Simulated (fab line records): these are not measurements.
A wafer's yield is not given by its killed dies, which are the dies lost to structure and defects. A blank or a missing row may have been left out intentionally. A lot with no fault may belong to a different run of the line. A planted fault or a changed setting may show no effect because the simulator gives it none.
fab line records || flow n5_finfet || part 2 of 2: steps 17 to 27 of 27
record {"lots": 5, "wafers": 15, "last_day": 17}
route steps=1938 shown BEOL_M6@1230
lots that met no fault: taken from a fault-free run of the same line
start_h: start of the lot's first displayed wafer, in hours after the record's first day || wait_h: hours elapsed since this lot's preceding step || " the same as in the row above || L1.1+2: one row covering several wafers at once || - no value, or no start given || * or withheld: withheld || < > ~ a bound
route shown NAME@n: names a module that has steps shown in the file, with the first one's number in the route || usual: mean and standard deviation over wafers with no fault || same: alike in all rows || chamber/n: place in a boat || sites: per-site readings || _std_site: standard deviation of those values || _edge_site: inner sites' mean taken away from outer sites' mean || radius_mm: for every site, how far away it sits from the centre of the wafer || mask NAME#n: copy n || behind: tool/chamber where the wafer was last shaped || hold: cause of the lot's hold/its duration in hours/its outcome || device: which transistor (n, p or np) failed to switch || end of line: tests run on the same wafers once the route is complete || for a step that has no rows: nothing shown but its recipe || killed: not the wafer's yield, but the dies lost to structure and defects at the first sort || map: a wafer's dies, marking killed ones x, the rest . and places with no die _
set.NAME: the setting the step ran with; set.NAME@STEP: the setting that earlier step ran with || model.NAME: the simulator's own value behind a step, which no gauge read
certain route steps with their lots: each step a table, each wafer a row
services: the hour from which a tool's chamber was out of use, counted from the record's first day as start_h (under 0 if before that day), plus the number of hours and why
## steps
# step N5_BEOL_M6_SRD_43
# recipe {"time_s": 30, "temp_c": 23, "rinse_liquid": "diw", "dry": "ipa_marangoni"}
# same {"time_s": 30}
{"lot.wafer": "L077.1+2+5", "tool": "wet_bench-02", "chamber": "2,6,7", "start_h": 203.42, "wait_h": 0.0}
{"lot.wafer": "L081.3+4+5", "tool": "wet_bench-05", "chamber": "6,4,1", "start_h": 222.22, "wait_h": 0.0}
{"lot.wafer": "L088.3+5+6", "tool": "wet_bench-05", "chamber": "3,4,6", "start_h": 273.12, "wait_h": 0.0}
{"lot.wafer": "L091.1+4+6", "tool": "wet_bench-05", "chamber": "6,3,2", "start_h": 295.09, "wait_h": 0.0}
{"lot.wafer": "L095.1+5+6", "tool": "wet_bench-05", "chamber": "6,4,1", "start_h": 304.05, "wait_h": 0.0}
# step N5_BEOL_M6_CD_MEAS_35
# recipe {"target_cd_nm": 40, "target_cd_y_nm": 28, "polarity": "opening"}
# usual {"cd_nm": "39.8/0.69"}
{"lot.wafer": "L077.1", "tool": "cd_sem-01", "chamber": "-", "start_h": 203.46, "wait_h": 0.0, "cd_nm": 40.3}
{"lot.wafer": "L077.2", "tool": "cd_sem-01", "chamber": "-", "start_h": 203.46, "wait_h": 0.0, "cd_nm": 40.9}
{"lot.wafer": "L077.5", "tool": "cd_sem-01", "chamber": "-", "start_h": 203.46, "wait_h": 0.0, "cd_nm": 39.7}
{"lot.wafer": "L081.3", "tool": "cd_sem-01", "chamber": "-", "start_h": 222.26, "wait_h": 0.0, "cd_nm": 39.7}
{"lot.wafer": "L081.4", "tool": "cd_sem-01", "chamber": "-", "start_h": 222.26, "wait_h": 0.0, "cd_nm": 39.7}
{"lot.wafer": "L081.5", "tool": "cd_sem-01", "chamber": "-", "start_h": 222.26, "wait_h": 0.0, "cd_nm": 38.7}
{"lot.wafer": "L088.3", "tool": "cd_sem-01", "chamber": "-", "start_h": 273.16, "wait_h": 0.0, "cd_nm": 39.5}
{"lot.wafer": "L088.5", "tool": "cd_sem-01", "chamber": "-", "start_h": 273.16, "wait_h": 0.0, "cd_nm": 40.9}
{"lot.wafer": "L088.6", "tool": "cd_sem-01", "chamber": "-", "start_h": 273.16, "wait_h": 0.0, "cd_nm": 40.4}
{"lot.wafer": "L091.1", "tool": "cd_sem-01", "chamber": "-", "start_h": 295.13, "wait_h": 0.0, "cd_nm": 40.5}
{"lot.wafer": "L091.4", "tool": "cd_sem-01", "chamber": "-", "start_h": 295.13, "wait_h": 0.0, "cd_nm": 40.5}
{"lot.wafer": "L091.6", "tool": "cd_sem-01", "chamber": "-", "start_h": 295.13, "wait_h": 0.0, "cd_nm": 39.8}
{"lot.wafer": "L095.1", "tool": "cd_sem-02", "chamber": "-", "start_h": 304.09, "wait_h": 0.0, "cd_nm": 40.0}
{"lot.wafer": "L095.5", "tool": "cd_sem-02", "chamber": "-", "start_h": 304.09, "wait_h": 0.0, "cd_nm": 40.7}
{"lot.wafer": "L095.6", "tool": "cd_sem-02", "chamber": "-", "start_h": 304.09, "wait_h": 0.0, "cd_nm": 40.9}
# step N5_BEOL_M6_CURE_75
# recipe {"temp_c": 370, "time_s": 120, "ambient": "DMADMS/He", "material": "SiCOH_lowk"}
# usual {"lamp_power_pct": "52.31/0.061", "wafer_temp_C_max": "372.0/0.64"}
# same {"time_s": 120}
{"lot.wafer": "L077.1", "tool": "uv_cure-01", "chamber": 2, "start_h": 203.50, "wait_h": 0.0, "lamp_power_pct": 52.28, "wafer_temp_C_max": 371.6}
{"lot.wafer": "L077.2", "tool": "uv_cure-01", "chamber": 2, "start_h": 203.50, "wait_h": 0.0, "lamp_power_pct": 52.38, "wafer_temp_C_max": 371.4}
{"lot.wafer": "L077.5", "tool": "uv_cure-01", "chamber": 2, "start_h": 203.50, "wait_h": 0.0, "lamp_power_pct": 52.35, "wafer_temp_C_max": 371.9}
{"lot.wafer": "L081.3", "tool": "uv_cure-01", "chamber": 2, "start_h": 222.40, "wait_h": 0.1, "lamp_power_pct": 52.29, "wafer_temp_C_max": 371.3}
{"lot.wafer": "L081.4", "tool": "uv_cure-01", "chamber": 2, "start_h": 222.40, "wait_h": 0.1, "lamp_power_pct": 52.26, "wafer_temp_C_max": 372.1}
{"lot.wafer": "L081.5", "tool": "uv_cure-01", "chamber": 2, "start_h": 222.40, "wait_h": 0.1, "lamp_power_pct": 52.30, "wafer_temp_C_max": 371.4}
{"lot.wafer": "L088.3", "tool": "uv_cure-03", "chamber": 0, "start_h": 273.30, "wait_h": 0.1, "lamp_power_pct": 52.34, "wafer_temp_C_max": 373.3}
{"lot.wafer": "L088.5", "tool": "uv_cure-03", "chamber": 0, "start_h": 273.30, "wait_h": 0.1, "lamp_power_pct": 52.36, "wafer_temp_C_max": 371.9}
{"lot.wafer": "L088.6", "tool": "uv_cure-03", "chamber": 0, "start_h": 273.30, "wait_h": 0.1, "lamp_power_pct": 52.25, "wafer_temp_C_max": 373.0}
{"lot.wafer": "L091.1", "tool": "uv_cure-02", "chamber": 1, "start_h": 295.18, "wait_h": 0.0, "lamp_power_pct": 52.40, "wafer_temp_C_max": 371.7}
{"lot.wafer": "L091.4", "tool": "uv_cure-02", "chamber": 1, "start_h": 295.18, "wait_h": 0.0, "lamp_power_pct": 52.43, "wafer_temp_C_max": 371.7}
{"lot.wafer": "L091.6", "tool": "uv_cure-02", "chamber": 1, "start_h": 295.18, "wait_h": 0.0, "lamp_power_pct": 52.36, "wafer_temp_C_max": 371.4}
{"lot.wafer": "L095.1", "tool": "uv_cure-03", "chamber": 2, "start_h": 304.13, "wait_h": 0.0, "lamp_power_pct": 52.30, "wafer_temp_C_max": 372.3}
{"lot.wafer": "L095.5", "tool": "uv_cure-03", "chamber": 2, "start_h": 304.13, "wait_h": 0.0, "lamp_power_pct": 52.32, "wafer_temp_C_max": 371.7}
{"lot.wafer": "L095.6", "tool": "uv_cure-03", "chamber": 2, "start_h": 304.13, "wait_h": 0.0, "lamp_power_pct": 52.39, "wafer_temp_C_max": 371.6}
# step N5_BEOL_M6_DEGAS_44
# recipe {"ambient": "vacuum", "temp_c": 250, "time_s": 60}
# usual {"heater_power_w": "354/40"}
# same {"time_s": 60}
{"lot.wafer": "L077.1", "tool": "pvd_sputter-02", "chamber": "-", "start_h": 203.95, "wait_h": 0.4, "heater_power_w": 414}
{"lot.wafer": "L077.2", "tool": "pvd_sputter-02", "chamber": "-", "start_h": 203.95, "wait_h": 0.4, "heater_power_w": 309}
{"lot.wafer": "L077.5", "tool": "pvd_sputter-02", "chamber": "-", "start_h": 203.95, "wait_h": 0.4, "heater_power_w": 412}
{"lot.wafer": "L081.3", "tool": "pvd_sputter-02", "chamber": "-", "start_h": 222.62, "wait_h": 0.2, "heater_power_w": 349}
{"lot.wafer": "L081.4", "tool": "pvd_sputter-02", "chamber": "-", "start_h": 222.62, "wait_h": 0.2, "heater_power_w": 354}
{"lot.wafer": "L081.5", "tool": "pvd_sputter-02", "chamber": "-", "start_h": 222.62, "wait_h": 0.2, "heater_power_w": 407}
{"lot.wafer": "L088.3", "tool": "pvd_sputter-02", "chamber": "-", "start_h": 275.29, "wait_h": 1.9, "heater_power_w": 363}
{"lot.wafer": "L088.5", "tool": "pvd_sputter-02", "chamber": "-", "start_h": 275.29, "wait_h": 1.9, "heater_power_w": 414}
{"lot.wafer": "L088.6", "tool": "pvd_sputter-02", "chamber": "-", "start_h": 275.29, "wait_h": 1.9, "heater_power_w": 363}
{"lot.wafer": "L091.1", "tool": "pvd_sputter-02", "chamber": "-", "start_h": 295.78, "wait_h": 0.6, "heater_power_w": 355}
{"lot.wafer": "L091.4", "tool": "pvd_sputter-02", "chamber": "-", "start_h": 295.78, "wait_h": 0.6, "heater_power_w": 339}
{"lot.wafer": "L091.6", "tool": "pvd_sputter-02", "chamber": "-", "start_h": 295.78, "wait_h": 0.6, "heater_power_w": 314}
{"lot.wafer": "L095.1", "tool": "pvd_sputter-03", "chamber": "-", "start_h": 304.48, "wait_h": 0.3, "heater_power_w": 422}
{"lot.wafer": "L095.5", "tool": "pvd_sputter-03", "chamber": "-", "start_h": 304.48, "wait_h": 0.3, "heater_power_w": 314}
{"lot.wafer": "L095.6", "tool": "pvd_sputter-03", "chamber": "-", "start_h": 304.48, "wait_h": 0.3, "heater_power_w": 352}
# step N5_BEOL_M6_PRE_CLEAN_45
# recipe {"gas": "H2/He", "time_s": 30, "temp_c": 250}
# usual {"heater_power_w": "354/39"}
# same {"time_s": 30}
{"lot.wafer": "L077.1", "tool": "pvd_sputter-02", "chamber": "-", "start_h": 203.99, "wait_h": 0.0, "heater_power_w": 402}
{"lot.wafer": "L077.2", "tool": "pvd_sputter-02", "chamber": "-", "start_h": 203.99, "wait_h": 0.0, "heater_power_w": 309}
{"lot.wafer": "L077.5", "tool": "pvd_sputter-02", "chamber": "-", "start_h": 203.99, "wait_h": 0.0, "heater_power_w": 401}
{"lot.wafer": "L081.3", "tool": "pvd_sputter-02", "chamber": "-", "start_h": 222.66, "wait_h": 0.0, "heater_power_w": 347}
{"lot.wafer": "L081.4", "tool": "pvd_sputter-02", "chamber": "-", "start_h": 222.66, "wait_h": 0.0, "heater_power_w": 363}
{"lot.wafer": "L081.5", "tool": "pvd_sputter-02", "chamber": "-", "start_h": 222.66, "wait_h": 0.0, "heater_power_w": 406}
{"lot.wafer": "L088.3", "tool": "pvd_sputter-02", "chamber": "-", "start_h": 275.33, "wait_h": 0.0, "heater_power_w": 357}
{"lot.wafer": "L088.5", "tool": "pvd_sputter-02", "chamber": "-", "start_h": 275.33, "wait_h": 0.0, "heater_power_w": 408}
{"lot.wafer": "L088.6", "tool": "pvd_sputter-02", "chamber": "-", "start_h": 275.33, "wait_h": 0.0, "heater_power_w": 356}
{"lot.wafer": "L091.1", "tool": "pvd_sputter-02", "chamber": "-", "start_h": 295.82, "wait_h": 0.0, "heater_power_w": 362}
{"lot.wafer": "L091.4", "tool": "pvd_sputter-02", "chamber": "-", "start_h": 295.82, "wait_h": 0.0, "heater_power_w": 341}
{"lot.wafer": "L091.6", "tool": "pvd_sputter-02", "chamber": "-", "start_h": 295.82, "wait_h": 0.0, "heater_power_w": 315}
{"lot.wafer": "L095.1", "tool": "pvd_sputter-03", "chamber": "-", "start_h": 304.52, "wait_h": 0.0, "heater_power_w": 413}
{"lot.wafer": "L095.5", "tool": "pvd_sputter-03", "chamber": "-", "start_h": 304.52, "wait_h": 0.0, "heater_power_w": 315}
{"lot.wafer": "L095.6", "tool": "pvd_sputter-03", "chamber": "-", "start_h": 304.52, "wait_h": 0.0, "heater_power_w": 355}
# step N5_BEOL_M6_ALD_77
# recipe {"material": "TaN", "target_thk_a": 20, "temp_c": 275, "ald_precursor_family": "PDMAT", "ald_co_reactant": "NH3", "pressure_torr": 3, "carrier_flow_sccm": 1500, "pulse_time_s": 2, "purge_time_s": 3, "co_reactant_purge_time_s": 2, "co_reactant_pulse_time_s": 3, "ald_cycles": 40, "precursor_vessel_temp_c": 75, "precursor_vessel_pressure_torr": 26.25, "precursor_vessel_carrier_sccm": 1000}
# usual {"heater_power_outer_w": "245/32", "heater_power_w": "443/52"}
{"lot.wafer": "L077.1", "tool": "ald_metal-01", "chamber": 2, "start_h": 204.06, "wait_h": 0.0, "heater_power_outer_w": 235, "heater_power_w": 422}
{"lot.wafer": "L077.2", "tool": "ald_metal-01", "chamber": 3, "start_h": 204.06, "wait_h": 0.0, "heater_power_outer_w": 319, "heater_power_w": 551}
{"lot.wafer": "L077.5", "tool": "ald_metal-01", "chamber": 2, "start_h": 204.06, "wait_h": 0.0, "heater_power_outer_w": 238, "heater_power_w": 422}
{"lot.wafer": "L081.3", "tool": "ald_metal-02", "chamber": 2, "start_h": 222.95, "wait_h": 0.3, "heater_power_outer_w": 262, "heater_power_w": 492}
{"lot.wafer": "L081.4", "tool": "ald_metal-02", "chamber": 1, "start_h": 222.95, "wait_h": 0.3, "heater_power_outer_w": 211, "heater_power_w": 392}
{"lot.wafer": "L081.5", "tool": "ald_metal-02", "chamber": 2, "start_h": 222.95, "wait_h": 0.3, "heater_power_outer_w": 259, "heater_power_w": 477}
{"lot.wafer": "L088.3", "tool": "ald_metal-04", "chamber": 1, "start_h": 275.41, "wait_h": 0.1, "heater_power_outer_w": 298, "heater_power_w": 554}
{"lot.wafer": "L088.5", "tool": "ald_metal-04", "chamber": 3, "start_h": 275.41, "wait_h": 0.1, "heater_power_outer_w": 208, "heater_power_w": 398}
{"lot.wafer": "L088.6", "tool": "ald_metal-04", "chamber": 0, "start_h": 275.41, "wait_h": 0.1, "heater_power_outer_w": 194, "heater_power_w": 397}
{"lot.wafer": "L091.1", "tool": "ald_metal-04", "chamber": 1, "start_h": 295.90, "wait_h": 0.1, "heater_power_outer_w": 301, "heater_power_w": 548}
{"lot.wafer": "L091.4", "tool": "ald_metal-04", "chamber": 3, "start_h": 295.90, "wait_h": 0.1, "heater_power_outer_w": 207, "heater_power_w": 385}
{"lot.wafer": "L091.6", "tool": "ald_metal-04", "chamber": 1, "start_h": 295.90, "wait_h": 0.1, "heater_power_outer_w": 297, "heater_power_w": 543}
{"lot.wafer": "L095.1", "tool": "ald_metal-02", "chamber": 3, "start_h": 304.59, "wait_h": 0.0, "heater_power_outer_w": 232, "heater_power_w": 438}
{"lot.wafer": "L095.5", "tool": "ald_metal-02", "chamber": 0, "start_h": 304.59, "wait_h": 0.0, "heater_power_outer_w": 238, "heater_power_w": 446}
{"lot.wafer": "L095.6", "tool": "ald_metal-02", "chamber": 1, "start_h": 304.59, "wait_h": 0.0, "heater_power_outer_w": 221, "heater_power_w": 393}
# step N5_BEOL_M6_SURFACE_TREAT_79
# recipe {"gas": "Ar", "time_s": "*", "ion_energy_ev": "*", "ion_current_ma_cm2": 0.5, "pressure_mtorr": "*", "ar_flow_sccm": 30}
# usual {"throttle_valve_pct": "*"}
# same {"time_s": "*"}
{"lot.wafer": "L077.1", "tool": "pvd_sputter-02", "chamber": "-", "start_h": 204.38, "wait_h": 0.2, "throttle_valve_pct": "*"}
{"lot.wafer": "L077.2", "tool": "pvd_sputter-02", "chamber": "-", "start_h": 204.38, "wait_h": 0.2, "throttle_valve_pct": "*"}
{"lot.wafer": "L077.5", "tool": "pvd_sputter-02", "chamber": "-", "start_h": 204.38, "wait_h": 0.2, "throttle_valve_pct": "*"}
{"lot.wafer": "L081.3", "tool": "pvd_sputter-02", "chamber": "-", "start_h": 224.54, "wait_h": 1.5, "throttle_valve_pct": "*"}
{"lot.wafer": "L081.4", "tool": "pvd_sputter-02", "chamber": "-", "start_h": 224.54, "wait_h": 1.5, "throttle_valve_pct": "*"}
{"lot.wafer": "L081.5", "tool": "pvd_sputter-02", "chamber": "-", "start_h": 224.54, "wait_h": 1.5, "throttle_valve_pct": "*"}
{"lot.wafer": "L088.3", "tool": "pvd_sputter-02", "chamber": "-", "start_h": 275.75, "wait_h": 0.2, "throttle_valve_pct": "*"}
{"lot.wafer": "L088.5", "tool": "pvd_sputter-02", "chamber": "-", "start_h": 275.75, "wait_h": 0.2, "throttle_valve_pct": "*"}
{"lot.wafer": "L088.6", "tool": "pvd_sputter-02", "chamber": "-", "start_h": 275.75, "wait_h": 0.2, "throttle_valve_pct": "*"}
{"lot.wafer": "L091.1", "tool": "pvd_sputter-02", "chamber": "-", "start_h": 297.78, "wait_h": 1.7, "throttle_valve_pct": "*"}
{"lot.wafer": "L091.4", "tool": "pvd_sputter-02", "chamber": "-", "start_h": 297.78, "wait_h": 1.7, "throttle_valve_pct": "*"}
{"lot.wafer": "L091.6", "tool": "pvd_sputter-02", "chamber": "-", "start_h": 297.78, "wait_h": 1.7, "throttle_valve_pct": "*"}
{"lot.wafer": "L095.1", "tool": "pvd_sputter-02", "chamber": "-", "start_h": 305.12, "wait_h": 0.4, "throttle_valve_pct": "*"}
{"lot.wafer": "L095.5", "tool": "pvd_sputter-02", "chamber": "-", "start_h": 305.12, "wait_h": 0.4, "throttle_valve_pct": "*"}
{"lot.wafer": "L095.6", "tool": "pvd_sputter-02", "chamber": "-", "start_h": 305.12, "wait_h": 0.4, "throttle_valve_pct": "*"}
# step N5_BEOL_M6_CVD_78
# recipe {"material": "Co", "target_thk_a": 20, "temp_c": "withheld", "precursor": "CCTBA/H2", "pressure_torr": 30, "time_s": 142.3}
# same {"time_s": 142.3}
{"lot.wafer": "L077.1+2+5", "tool": "cvd_co-01", "chamber": "1,0,0", "start_h": 204.44, "wait_h": 0.0}
{"lot.wafer": "L081.3+4+5", "tool": "cvd_co-02", "chamber": "2,0,2", "start_h": 224.68, "wait_h": 0.1}
{"lot.wafer": "L088.3+5+6", "tool": "cvd_co-01", "chamber": "1,0,1", "start_h": 275.92, "wait_h": 0.2}
{"lot.wafer": "L091.1+4+6", "tool": "cvd_co-01", "chamber": "0,2,1", "start_h": 297.84, "wait_h": 0.0}
{"lot.wafer": "L095.1+5+6", "tool": "cvd_co-02", "chamber": "1,1,0", "start_h": 305.18, "wait_h": 0.0}
# step N5_BEOL_M6_SPUTTER_48
# recipe {"material": "Cu", "target_thk_a": 100, "temp_c": -20, "bias_v": 60, "power_w": 26000, "chamber_pressure_pa": 0.13, "time_s": 1.667}
# usual {"chuck_gas_flow_sccm": "1.26/0.059", "throttle_valve_pct": "30.2/1.3"}
# same {"time_s": 1.667}
{"lot.wafer": "L077.1", "tool": "pvd_sputter-01", "chamber": "-", "start_h": 204.58, "wait_h": 0.1, "chuck_gas_flow_sccm": 1.27, "throttle_valve_pct": 31.0}
{"lot.wafer": "L077.2", "tool": "pvd_sputter-01", "chamber": "-", "start_h": 204.58, "wait_h": 0.1, "chuck_gas_flow_sccm": 1.16, "throttle_valve_pct": 29.1}
{"lot.wafer": "L077.5", "tool": "pvd_sputter-01", "chamber": "-", "start_h": 204.58, "wait_h": 0.1, "chuck_gas_flow_sccm": 1.14, "throttle_valve_pct": 31.1}
{"lot.wafer": "L081.3", "tool": "pvd_sputter-02", "chamber": "-", "start_h": 224.86, "wait_h": 0.1, "chuck_gas_flow_sccm": 1.29, "throttle_valve_pct": 30.4}
{"lot.wafer": "L081.4", "tool": "pvd_sputter-02", "chamber": "-", "start_h": 224.86, "wait_h": 0.1, "chuck_gas_flow_sccm": 1.30, "throttle_valve_pct": 30.3}
{"lot.wafer": "L081.5", "tool": "pvd_sputter-02", "chamber": "-", "start_h": 224.86, "wait_h": 0.1, "chuck_gas_flow_sccm": 1.27, "throttle_valve_pct": 30.6}
{"lot.wafer": "L088.3", "tool": "pvd_sputter-03", "chamber": "-", "start_h": 276.14, "wait_h": 0.2, "chuck_gas_flow_sccm": 1.28, "throttle_valve_pct": 33.0}
{"lot.wafer": "L088.5", "tool": "pvd_sputter-03", "chamber": "-", "start_h": 276.14, "wait_h": 0.2, "chuck_gas_flow_sccm": 1.26, "throttle_valve_pct": 29.5}
{"lot.wafer": "L088.6", "tool": "pvd_sputter-03", "chamber": "-", "start_h": 276.14, "wait_h": 0.2, "chuck_gas_flow_sccm": 1.31, "throttle_valve_pct": 29.8}
{"lot.wafer": "L091.1", "tool": "pvd_sputter-01", "chamber": "-", "start_h": 298.21, "wait_h": 0.3, "chuck_gas_flow_sccm": 1.25, "throttle_valve_pct": 29.0}
{"lot.wafer": "L091.4", "tool": "pvd_sputter-01", "chamber": "-", "start_h": 298.21, "wait_h": 0.3, "chuck_gas_flow_sccm": 1.24, "throttle_valve_pct": 28.8}
{"lot.wafer": "L091.6", "tool": "pvd_sputter-01", "chamber": "-", "start_h": 298.21, "wait_h": 0.3, "chuck_gas_flow_sccm": 1.23, "throttle_valve_pct": 28.7}
{"lot.wafer": "L095.1", "tool": "pvd_sputter-02", "chamber": "-", "start_h": 305.34, "wait_h": 0.1, "chuck_gas_flow_sccm": 1.30, "throttle_valve_pct": 30.2}
{"lot.wafer": "L095.5", "tool": "pvd_sputter-02", "chamber": "-", "start_h": 305.34, "wait_h": 0.1, "chuck_gas_flow_sccm": 1.30, "throttle_valve_pct": 31.4}
{"lot.wafer": "L095.6", "tool": "pvd_sputter-02", "chamber": "-", "start_h": 305.34, "wait_h": 0.1, "chuck_gas_flow_sccm": 1.22, "throttle_valve_pct": 30.6}
# step N5_BEOL_M6_ECD_50
# recipe {"material": "Cu", "target_thk_a": 3000}
{"lot.wafer": "L077.1+2+5", "tool": "ecd_cu-01", "chamber": "1,0,1", "start_h": 204.71, "wait_h": 0.1}
{"lot.wafer": "L081.3+4+5", "tool": "ecd_cu-02", "chamber": "0,1,1", "start_h": 225.00, "wait_h": 0.1}
{"lot.wafer": "L088.3+5+6", "tool": "ecd_cu-01", "chamber": "1,0,1", "start_h": 276.29, "wait_h": 0.1}
{"lot.wafer": "L091.1+4+6", "tool": "ecd_cu-01", "chamber": 1, "start_h": 298.33, "wait_h": 0.1}
{"lot.wafer": "L095.1+5+6", "tool": "ecd_cu-02", "chamber": "0,1,0", "start_h": 305.46, "wait_h": 0.1}
# step N5_BEOL_M6_ANNEAL_51
# recipe {"temp_c": 225, "time_s": 90, "ambient": "N2"}
# usual {"wafer_temp_C_max": "226.00/0.22"}
# same {"time_s": 90}
{"lot.wafer": "L077.1", "tool": "rtp_anneal-01", "chamber": 0, "start_h": 205.48, "wait_h": 0.8, "wafer_temp_C_max": 225.77}
{"lot.wafer": "L077.2", "tool": "rtp_anneal-01", "chamber": 0, "start_h": 205.48, "wait_h": 0.8, "wafer_temp_C_max": 225.99}
{"lot.wafer": "L077.5", "tool": "rtp_anneal-01", "chamber": 0, "start_h": 205.48, "wait_h": 0.8, "wafer_temp_C_max": 225.79}
{"lot.wafer": "L081.3", "tool": "rtp_anneal-01", "chamber": 0, "start_h": 225.16, "wait_h": 0.1, "wafer_temp_C_max": 226.03}
{"lot.wafer": "L081.4", "tool": "rtp_anneal-01", "chamber": 0, "start_h": 225.16, "wait_h": 0.1, "wafer_temp_C_max": 225.91}
{"lot.wafer": "L081.5", "tool": "rtp_anneal-01", "chamber": 0, "start_h": 225.16, "wait_h": 0.1, "wafer_temp_C_max": 225.95}
{"lot.wafer": "L088.3", "tool": "rtp_anneal-01", "chamber": 0, "start_h": 276.69, "wait_h": 0.4, "wafer_temp_C_max": 226.17}
{"lot.wafer": "L088.5", "tool": "rtp_anneal-01", "chamber": 0, "start_h": 276.69, "wait_h": 0.4, "wafer_temp_C_max": 225.92}
{"lot.wafer": "L088.6", "tool": "rtp_anneal-01", "chamber": 0, "start_h": 276.69, "wait_h": 0.4, "wafer_temp_C_max": 225.75}
{"lot.wafer": "L091.1", "tool": "rtp_anneal-02", "chamber": 0, "start_h": 298.71, "wait_h": 0.4, "wafer_temp_C_max": 225.98}
{"lot.wafer": "L091.4", "tool": "rtp_anneal-02", "chamber": 0, "start_h": 298.71, "wait_h": 0.4, "wafer_temp_C_max": 225.81}
{"lot.wafer": "L091.6", "tool": "rtp_anneal-02", "chamber": 0, "start_h": 298.71, "wait_h": 0.4, "wafer_temp_C_max": 226.28}
{"lot.wafer": "L095.1", "tool": "rtp_anneal-01", "chamber": 0, "start_h": 305.97, "wait_h": 0.5, "wafer_temp_C_max": 226.56}
{"lot.wafer": "L095.5", "tool": "rtp_anneal-01", "chamber": 0, "start_h": 305.97, "wait_h": 0.5, "wafer_temp_C_max": 226.11}
{"lot.wafer": "L095.6", "tool": "rtp_anneal-01", "chamber": 0, "start_h": 305.97, "wait_h": 0.5, "wafer_temp_C_max": 226.11}
## services
{"tool": "cvd_co-02", "chamber": 0, "start_h": 182.88, "hours": 9.2, "kind": "repair"}
{"tool": "ecd_cu-02", "chamber": "-", "start_h": 199.48, "hours": 1.0, "kind": "repair"}
{"tool": "rie_diel-04", "chamber": 2, "start_h": 201.91, "hours": 1.7, "kind": "repair"}
{"tool": "ald_metal-04", "chamber": 0, "start_h": 202.20, "hours": 1.8, "kind": "repair"}
{"tool": "ald_metal-01", "chamber": 0, "start_h": 203.04, "hours": 15.3, "kind": "repair"}
{"tool": "uv_cure-01", "chamber": "-", "start_h": 216.13, "hours": 1.7, "kind": "repair"}
{"tool": "ald_metal-01", "chamber": "-", "start_h": 217.23, "hours": 2.8, "kind": "pm"}
{"tool": "ald_metal-02", "chamber": 0, "start_h": 219.79, "hours": "-", "kind": "calibration"}
{"tool": "cvd_co-02", "chamber": "-", "start_h": 220.65, "hours": 2.8, "kind": "pm"}
{"tool": "rie_diel-05", "chamber": 3, "start_h": 236.18, "hours": 4.1, "kind": "repair"}
{"tool": "ald_metal-02", "chamber": "-", "start_h": 247.65, "hours": 2.8, "kind": "pm"}
{"tool": "uv_cure-02", "chamber": "-", "start_h": 253.89, "hours": 2.1, "kind": "pm"}
{"tool": "uv_cure-01", "chamber": "-", "start_h": 260.34, "hours": 14.6, "kind": "pm"}
{"tool": "rie_diel-04", "chamber": 2, "start_h": 268.75, "hours": "-", "kind": "clean"}
{"tool": "rie_diel-04", "chamber": 2, "start_h": 268.75, "hours": "-", "kind": "consumable_replace:focus_ring"}
{"tool": "rie_diel-04", "chamber": 2, "start_h": 268.75, "hours": "-", "kind": "consumable_replace:showerhead"}
{"tool": "rie_diel-04", "chamber": 2, "start_h": 268.75, "hours": 31.2, "kind": "scheduled_down"}
{"tool": "rie_diel-04", "chamber": 2, "start_h": 268.75, "hours": 31.2, "kind": "vent_cycle"}
{"tool": "cvd_co-01", "chamber": "-", "start_h": 269.72, "hours": 1.0, "kind": "repair"}
{"tool": "rie_diel-05", "chamber": 2, "start_h": 293.13, "hours": 6.3, "kind": "repair"}
{"tool": "rie_diel-04", "chamber": 0, "start_h": 302.16, "hours": 21.8, "kind": "repair"}
